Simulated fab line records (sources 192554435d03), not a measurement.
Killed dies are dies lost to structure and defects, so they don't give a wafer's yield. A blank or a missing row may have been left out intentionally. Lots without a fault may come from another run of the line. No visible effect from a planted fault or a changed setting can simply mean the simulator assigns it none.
Split-lot study	flow n5Finfet	on a route of 1938 steps: 7 lots, 21 wafers read

== THE SPLIT ==
At N5_BEOL_M12_ETCH_59 (etches BARC in N2/H2, target depth 89 nm, overetch 26.7 nm, time 67.9 s), the setting biasW was moved away from the recipe's 150 W on 8 of the 21 wafers read, by -15.6% to +16.5%. For the rest of the wafers, this setting stayed at what the recipe calls for.

The split's own step is where the reading is taken.

== THE READING ==
rfVppV, in V, at N5_BEOL_M12_ETCH_59 (etches BARC in N2/H2, target depth 89 nm, overetch 26.7 nm, time 67.9 s). Typical for fault-free wafers on this fab line: 525.3 V, with standard deviation 1.9 V.

wafer	tool, chamber at the split	biasW as run, W	against the recipe	rfVppV, V	against lot-mates on the recipe
L079.1	rieDiel-06, 2	130.6	-12.9%	480.4	-44.4
L079.4	rieDiel-06, 3	130.6	-12.9%	475.7	-49.1
L079.6	rieDiel-06, 0	150	recipe	524.8	-
L084.2	rieDiel-06, 0	126.6	-15.6%	471.5	-57.8
L084.3	rieDiel-06, 3	126.6	-15.6%	474.8	-54.5
L084.4	rieDiel-06, 3	150	recipe	529.3	-
L088.2	rieDiel-01, 0	150	recipe	528.4	-
L088.4	rieDiel-01, 1	139.8	-6.8%	503.5	-23.0
L088.6	rieDiel-01, 3	150	recipe	524.7	-
L086.1	rieDiel-01, 1	150	recipe	526.9	-
L086.3	rieDiel-01, 0	150	recipe	527.8	-
L086.4	rieDiel-01, 2	174.7	+16.5%	579.5	+52.2
L096.3	rieDiel-04, 0	150	recipe	523.6	-
L096.5	rieDiel-04, 1	167.6	+11.7%	562.8	+39.2
L096.6	rieDiel-04, 2	167.6	+11.7%	559.8	+36.2
L095.1	rieDiel-06, 1	150	recipe	522.6	-
L095.3	rieDiel-06, 2	150	recipe	524.6	-
L095.6	rieDiel-06, 3	150	recipe	527.7	-
L097.2	rieDiel-04, 0	150	recipe	524.4	-
L097.5	rieDiel-04, 0	150	recipe	524.0	-
L097.6	rieDiel-04, 3	150	recipe	524.8	-

THE FIT
A straight line over all 21 wafers: rfVppV changes by +3.34 V for each +1% of biasW; r = +1.00; the points scatter about the line by 2.6 V.
The same after taking each lot's own level away (the mean of its wafers on the recipe; 21 wafers): +3.42 V for each +1%; r = +1.00; scatter 2.1 V.
On that fit, the largest move of biasW shifts the reading by 56 V.
The lots' own levels span 523.60 to 529.30 V, that is 3.0 times the standard deviation above.
Hence the lot-to-lot level has little effect on the slope; both slopes agree.
Check: with one of the wafers moved furthest among these (+16.5%) left out of the fit, the line predicts +56.7 V for it against its lot-mates. Against them it came out at +52.2 V.
Tool readings at the split's step, against how far the setting was moved: rfVppV r = +1.00.

== OTHER SPLITS ON THESE WAFERS ==
These wafers also went through other splits before the reading. Each is held against what the fit with the lots' levels taken away leaves over:
other split on the same wafers	wafers away from the commonest value	r with rfVppV (lot level and that fit taken away)
N5_BEOL_M11_COAT_22 spinRpm	8	+0.33

== FILE'S OWN FIT ==
rfVppV changes by +3.39 V for each +1% of biasW, r = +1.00.
